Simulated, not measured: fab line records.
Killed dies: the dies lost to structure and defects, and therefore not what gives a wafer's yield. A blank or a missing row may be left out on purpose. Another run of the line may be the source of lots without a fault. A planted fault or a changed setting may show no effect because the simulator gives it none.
fab line records	flow nand_harc
record lots=14	wafers=42	last_day=33
route steps=1302 shown A_BONDPAD@1218 THIN_TSV@1268
lots untouched by any fault: they come from a run of this same line in which no faults occurred
start_h: the number of hours between the record's first day and the start of the first shown wafer of the lot	wait_h: hours elapsed since this lot's preceding step	" identical to the entry in the row above	L1.1+2: several wafers, shown together as one row	- no value, or no start was given	* or withheld: withheld	< > ~ a bound
route shown NAME@n: a module of which the file shows steps, and the number in the route of the first	usual: mean and standard deviation over wafers with no fault	same: alike in all rows	chamber/n: place in a boat	sites: readings site by site	_std_site: how widely they spread, as a standard deviation	_edge_site: outer sites' mean less inner sites'	radius_mm: for every site, how far away it sits from the centre of the wafer	mask NAME#n: copy n	behind: the most recent tool/chamber to have shaped the wafer	hold: cause of the lot's hold/its duration in hours/its outcome	device: the transistor (n, p or np) that didn't switch	end of line: the tests these same wafers got at the end of their route	a step with no rows: only its recipe	killed: the dies lost at the first sort to structure and to defects; this is not the yield of the wafer	map: dies across one wafer; x = killed, . = not, _ = none there
set.NAME: setting as actually run; set.NAME@STEP: the setting as run at that earlier step	model.NAME: the simulator's own value behind a step, which no gauge read
one table for each step of the route and one row for each wafer, over a sample of lots
services: a tool's chamber out of use, with start hour (start_h, from the record's first day; less than 0 if before it), hours out, and reason
## steps
# step NHARC_A_BONDPAD_DESCUM_11
# recipe time_s=3	o2_flow_sccm=200	ar_flow_sccm=0	bias_power_w=0	chemistry=O2
# usual drypump_motor_current_A=5.8/0.37	oes_product_au=1.000/0.0073	rf_vpp_V=57.8/0.95	showerhead_plenum_p_Torr=1.93/0.1	throttle_valve_pct=11.311/0.0085
lot.wafer	tool	chamber	start_h	wait_h	drypump_motor_current_A	oes_product_au	rf_hours_counter_h	rf_vpp_V	showerhead_plenum_p_Torr	throttle_valve_pct
L456.4	rie_diel-11	3	527.65	-	5.2	0.998	2	59.6	2.05	11.315
L456.3	"	0	"	"	5.9	0.994	2	57.8	1.81	11.310
L456.5	"	2	"	"	5.7	1.006	-	58.1	1.81	11.309
L459.1	rie_diel-10	0	561.52	-	5.7	1.004	21	59.7	2.01	11.308
L459.6	"	1	"	"	6.2	0.999	-	58.1	1.77	11.323
L459.5	"	2	"	"	5.8	0.996	-	58.0	1.94	11.306
L460.2	rie_diel-04	1	561.65	-	5.9	0.996	7	59.2	1.86	11.313
L460.1	"	3	"	"	6.2	1.002	5	56.2	1.92	11.302
L460.6	"	3	"	"	6.2	1.001	-	58.0	1.93	11.321
L457.1	rie_diel-11	2	565.93	-	5.7	0.994	3	57.4	1.81	11.306
L457.2	"	0	"	"	5.9	0.988	4	57.2	1.81	11.300
L457.4	"	1	"	"	5.5	0.986	4	58.7	2.03	11.311
L461.1	rie_diel-11	2	582.55	-	5.7	1.002	3	57.4	1.81	11.306
L461.4	"	1	"	"	5.4	1.001	4	57.7	2.03	11.319
L461.5	"	2	"	"	5.6	1.003	-	58.3	1.81	11.318
L463.4	rie_diel-11	0	612.84	-	5.9	0.997	5	56.8	1.81	11.310
L463.2	"	2	"	"	5.7	0.995	4	57.2	1.81	11.307
L463.1	"	3	"	"	5.2	0.993	4	59.0	2.05	11.309
L464.3	rie_diel-10	1	625.37	-	6.2	0.999	2	59.0	2.08	11.302
L464.6	"	3	"	"	6.4	1.004	-	56.5	1.92	11.307
L464.5	"	0	"	"	5.7	1.010	-	59.3	2.00	11.300
L465.4	rie_diel-11	0	651.08	-	5.9	0.999	0	57.1	1.81	11.306
L465.6	"	1	"	"	5.5	0.998	-	58.7	2.03	11.300
L465.5	"	2	"	"	5.7	1.007	-	57.4	1.81	11.312
L469.4	rie_diel-10	3	664.71	-	6.4	0.991	10	58.3	1.92	11.309
L469.3	"	0	"	"	5.7	1.003	9	58.8	2.00	11.316
L469.6	"	3	"	"	6.4	0.986	-	57.0	1.92	11.309
L472.3	rie_diel-11	2	704.34	-	5.7	1.004	2	56.9	1.81	11.308
L472.6	"	1	"	"	5.4	1.009	-	57.3	2.03	11.316
L472.5	"	2	"	"	5.7	1.005	-	56.1	1.81	11.301
L471.3	rie_diel-11	2	708.77	-	5.7	1.018	2	57.6	1.81	11.306
L471.4	"	3	"	"	5.2	1.010	1	57.0	2.05	11.306
L471.5	"	3	"	"	5.2	1.001	-	58.0	2.05	11.297
L473.3	rie_diel-10	0	710.93	-	5.7	1.010	18	56.9	2.00	11.308
L473.1	"	3	"	"	6.4	0.991	18	57.5	1.91	11.306
L473.6	"	1	"	"	6.2	1.005	-	59.3	2.07	11.311
L475.3	rie_diel-10	3	734.80	-	6.4	0.989	21	57.7	1.91	11.301
L475.2	"	0	"	"	5.7	1.001	23	59.0	2.00	11.310
L475.6	"	3	"	"	6.4	0.992	-	57.5	1.91	11.307
L477.1	rie_diel-11	2	745.61	-	5.7	1.012	2	57.7	1.81	11.310
L477.3	"	3	"	"	5.2	1.009	2	58.4	2.05	11.312
L477.2	"	1	"	"	5.4	1.008	2	56.2	2.03	11.312
# step NHARC_A_BONDPAD_PVD_17
# recipe target_thk_a=50	bias_v=168.6	power_w=15000	chamber_pressure_pa=0.12	time_s=8.06	substrate_temp_c=50	material=TaN
# usual throttle_valve_pct=30.2/1.1
lot.wafer	tool	chamber	start_h	wait_h	throttle_valve_pct
L456.3	pvd_sputter-02	-	-	-	31.9
L456.4	"	-	"	"	31.4
L456.5	"	-	"	"	31.0
L459.1	pvd_sputter-03	-	-	-	30.7
L459.5	"	-	"	"	31.0
L459.6	"	-	"	"	30.1
L460.2	pvd_sputter-02	-	-	-	31.7
L460.1	"	-	"	"	29.3
L460.6	"	-	"	"	32.0
L457.1	pvd_sputter-03	-	-	-	30.2
L457.2	"	-	"	"	28.6
L457.4	"	-	"	"	29.1
L461.1	pvd_sputter-02	-	-	-	30.8
L461.4	"	-	"	"	32.0
L461.5	"	-	"	"	31.0
L463.2	pvd_sputter-01	-	-	-	30.3
L463.1	"	-	"	"	29.6
L463.4	"	-	"	"	27.7
L464.3	pvd_sputter-02	-	-	-	31.6
L464.6	"	-	"	"	28.8
L464.5	"	-	"	"	31.8
L465.4	pvd_sputter-01	-	-	-	29.6
L465.6	"	-	"	"	29.5
L465.5	"	-	"	"	29.8
L469.3	pvd_sputter-02	-	-	-	30.9
L469.4	"	-	"	"	31.6
L469.6	"	-	"	"	31.0
L472.3	pvd_sputter-02	-	-	-	30.7
L472.5	"	-	"	"	30.7
L472.6	"	-	"	"	31.8
L471.4	pvd_sputter-01	-	-	-	30.4
L471.3	"	-	"	"	29.5
L471.5	"	-	"	"	29.8
L473.3	pvd_sputter-02	-	-	-	30.9
L473.1	"	-	"	"	32.0
L473.6	"	-	"	"	31.8
L475.2	pvd_sputter-02	-	-	-	29.5
L475.3	"	-	"	"	31.6
L475.6	"	-	"	"	29.3
L477.2	pvd_sputter-03	-	-	-	31.0
L477.1	"	-	"	"	29.7
L477.3	"	-	"	"	29.5
# step NHARC_THIN_TSV_ETCHBACK_48
# recipe target_depth_a=10285	over_etch_frac=0.3	time_s=405.17	ion_energy_ev=250	c4f8_flow_sccm=withheld	ar_flow_sccm=withheld	rf_w=600	bias_w=300	chemistry=C4F8/Ar
# usual oes_product_au=0.939/0.027	rf_vpp_V=546/3
lot.wafer	tool	chamber	start_h	wait_h	oes_product_au	rf_hours_counter_h	rf_vpp_V
L456.4	rie_diel-09	3	543.67	-	0.978	1.1	545
L456.3	"	0	"	"	0.987	1.3	549
L456.5	"	2	"	"	0.940	-	550
L459.1	rie_diel-12	3	578.58	-	0.926	8.7	549
L459.5	"	1	"	"	0.919	-	543
L459.6	"	2	"	"	0.915	-	550
L460.1	rie_diel-13	2	579.71	-	0.926	4.0	549
L460.2	"	1	"	"	0.924	3.8	545
L460.6	"	3	"	"	0.924	-	545
L457.2	rie_diel-09	1	585.06	-	0.919	3.9	542
L457.4	"	2	"	"	0.921	3.2	550
L457.1	"	3	"	"	0.922	2.8	547
L461.1	rie_diel-09	2	599.74	-	0.993	3.6	547
L461.4	"	0	"	"	1.015	3.0	551
L461.5	"	2	"	"	0.995	-	549
L463.4	rie_diel-13	1	629.94	-	0.919	5.6	544
L463.2	"	2	"	"	0.921	5.9	548
L463.1	"	3	"	"	0.917	6.9	545
L464.3	rie_diel-13	3	643.18	-	0.919	7.2	545
L464.5	"	3	"	"	0.913	-	545
L464.6	"	0	"	"	0.922	-	546
L465.4	rie_diel-12	2	668.94	-	0.976	4.0	549
L465.6	"	2	"	"	0.980	-	551
L465.5	"	3	"	"	0.968	-	548
L469.3	rie_diel-13	1	681.64	-	0.917	8.9	545
L469.4	"	2	"	"	0.919	8.2	548
L469.6	"	1	"	"	0.919	-	544
L472.3	rie_diel-13	3	724.66	-	1.001	1.3	545
L472.5	"	2	"	"	0.984	-	549
L472.6	"	3	"	"	0.996	-	545
L471.3	rie_diel-13	2	726.00	-	0.960	1.6	549
L471.4	"	0	"	"	0.976	1.6	544
L471.5	"	1	"	"	0.955	-	544
L473.3	rie_diel-09	3	729.45	-	0.919	1.9	546
L473.1	"	0	"	"	0.928	1.9	553
L473.6	"	2	"	"	0.922	-	550
L475.2	rie_diel-12	0	759.77	-	0.932	8.0	543
L475.3	"	2	"	"	0.934	9.2	550
L475.6	"	0	"	"	0.926	-	544
L477.2	rie_diel-12	3	763.67	-	0.999	8.4	549
L477.1	"	0	"	"	0.987	8.2	542
L477.3	"	2	"	"	1.002	9.4	549
# step NHARC_THIN_TSV_ETCH_36
# recipe target_depth_a=650	over_etch_frac=0.3	time_s=18.571	ion_energy_ev=150	chemistry=Cl2/BCl3
# usual drypump_motor_current_A=5.8/0.32	oes_product_au=1.002/0.0071	run_length_s=39.8/0.39
lot.wafer	tool	chamber	start_h	wait_h	drypump_motor_current_A	oes_product_au	rf_hours_counter_h	run_length_s
L456.3	rie_metal-02	0	547.86	0.2	5.4	1.011	-	39.6
L456.4	"	1	"	"	5.6	1.012	-	40.8
L456.5	"	1	"	"	5.6	1.015	-	40.4
L459.1	rie_metal-02	0	582.60	0.2	5.5	1.001	2.2	39.7
L459.5	"	0	"	"	5.4	0.997	-	39.7
L459.6	"	1	"	"	5.7	1.010	-	40.5
L460.1	rie_metal-02	0	584.30	0.2	5.5	1.006	2.4	39.6
L460.2	"	1	"	"	5.6	1.001	2.3	40.3
L460.6	"	0	"	"	5.5	1.013	-	39.6
L457.2	rie_metal-02	0	589.15	0.2	5.4	1.010	2.6	40.0
L457.1	"	1	"	"	5.6	0.999	2.5	40.0
L457.4	"	0	"	"	5.4	0.999	-	39.9
L461.1	rie_metal-01	0	603.80	0.2	5.8	1.009	0.9	39.8
L461.4	"	0	"	"	5.8	1.011	-	39.5
L461.5	"	1	"	"	5.7	0.995	-	40.1
L463.1	rie_metal-01	1	634.26	0.4	5.7	0.993	1.2	39.9
L463.2	"	1	"	"	5.8	1.001	-	39.4
L463.4	"	1	"	"	5.7	0.999	-	39.6
L464.3	rie_metal-01	1	647.48	0.1	5.7	1.005	-	39.4
L464.5	"	1	"	"	5.8	1.007	-	40.0
L464.6	"	0	"	"	5.8	1.010	-	39.7
L465.4	rie_metal-03	0	673.03	0.2	5.7	0.994	-	40.0
L465.6	"	0	"	"	5.6	0.991	-	40.3
L465.5	"	1	"	"	6.5	0.995	-	39.2
L469.4	rie_metal-01	0	686.00	0.1	5.8	1.000	-	34.7
L469.3	"	1	"	"	5.8	1.013	-	34.6
L469.6	"	1	"	"	5.7	1.007	-	34.6
L472.3	rie_metal-03	1	728.88	0.2	6.5	0.995	-	39.0
L472.5	"	0	"	"	5.7	0.992	-	39.7
L472.6	"	1	"	"	6.5	0.993	-	39.7
L471.3	rie_metal-01	1	730.04	0.2	5.7	0.994	-	34.6
L471.4	"	0	"	"	5.8	1.003	-	34.8
L471.5	"	0	"	"	5.8	1.013	-	34.8
L473.1	rie_metal-03	0	733.63	0.2	5.7	0.989	0.4	39.9
L473.3	"	1	"	"	6.5	1.007	-	39.2
L473.6	"	0	"	"	5.7	0.995	-	40.1
L475.2	rie_metal-02	1	763.94	0.2	5.6	0.998	2.5	40.2
L475.3	"	1	"	"	5.6	0.988	-	40.1
L475.6	"	0	"	"	5.4	1.000	-	39.9
L477.1	rie_metal-03	1	767.90	0.2	6.5	0.982	1.4	39.2
L477.2	"	0	"	"	5.7	0.995	1.4	39.9
L477.3	"	0	"	"	5.7	0.990	-	39.9
## services
tool	chamber	start_h	hours	kind
rie_diel-09	-	508.76	0.7	repair
rie_diel-13	-	519.00	9.0	pm
rie_metal-03	-	519.00	9.0	pm
rie_diel-12	3	562.71	7.5	repair
rie_diel-09	0	563.07	11.8	repair
rie_metal-02	1	563.79	7.0	repair
rie_metal-01	-	575.11	9.0	pm
rie_diel-10	3	587.41	6.6	repair
rie_diel-10	-	596.68	9.0	pm
rie_diel-13	1	603.92	5.6	repair
rie_diel-11	-	619.05	9.0	pm
rie_metal-01	0	630.73	3.7	repair
rie_metal-02	-	631.00	9.0	pm
pvd_sputter-02	-	638.00	10.0	pm
rie_diel-10	3	648.01	3.5	repair
rie_diel-10	-	661.80	0.6	repair
rie_diel-11	3	668.51	6.2	repair
rie_diel-11	0	676.86	7.8	repair
rie_diel-11	1	685.87	15.6	repair
rie_diel-11	2	712.76	12.1	repair
rie_metal-01	-	730.67	0.9	repair
rie_diel-13	2	743.59	5.4	repair
rie_metal-01	-	752.11	9.0	pm
rie_diel-11	2	759.58	8.9	repair
## key
first_sign step=NHARC_THIN_TSV_ETCH_36	reading=run_length_s	direction=down	sigmas=13	usual=*	struck=*
effect none on later readings
met_at NHARC_THIN_TSV_ETCH_36
struck_lots L469,L471
later_rows_left_out L469.3,L469.4,L469.6,L471.3,L471.4,L471.5
sort_left_out L469.3,L469.4,L469.6,L471.3,L471.4,L471.5
not_acting_at NHARC_A_BONDPAD_DESCUM_11,NHARC_A_BONDPAD_PVD_17,NHARC_THIN_TSV_ETCHBACK_48
onset_between 647.48 686.00
fault kind=process_parameter_drift	tool=rie_metal-01	chamber=-	onset_h=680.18	steps=NHARC_THIN_TSV_ETCH_36	channel=time_s	offset=*	shape=step	acts_in=*	stated=*
# sort_left_out: the simulated sort isn't trusted on such a fault, so these wafers' sort isn't shown, and their yield isn't known
# later_rows_left_out: the simulator's readings of these wafers behind a module that went badly wrong aren't trusted and aren't shown, but for the sort
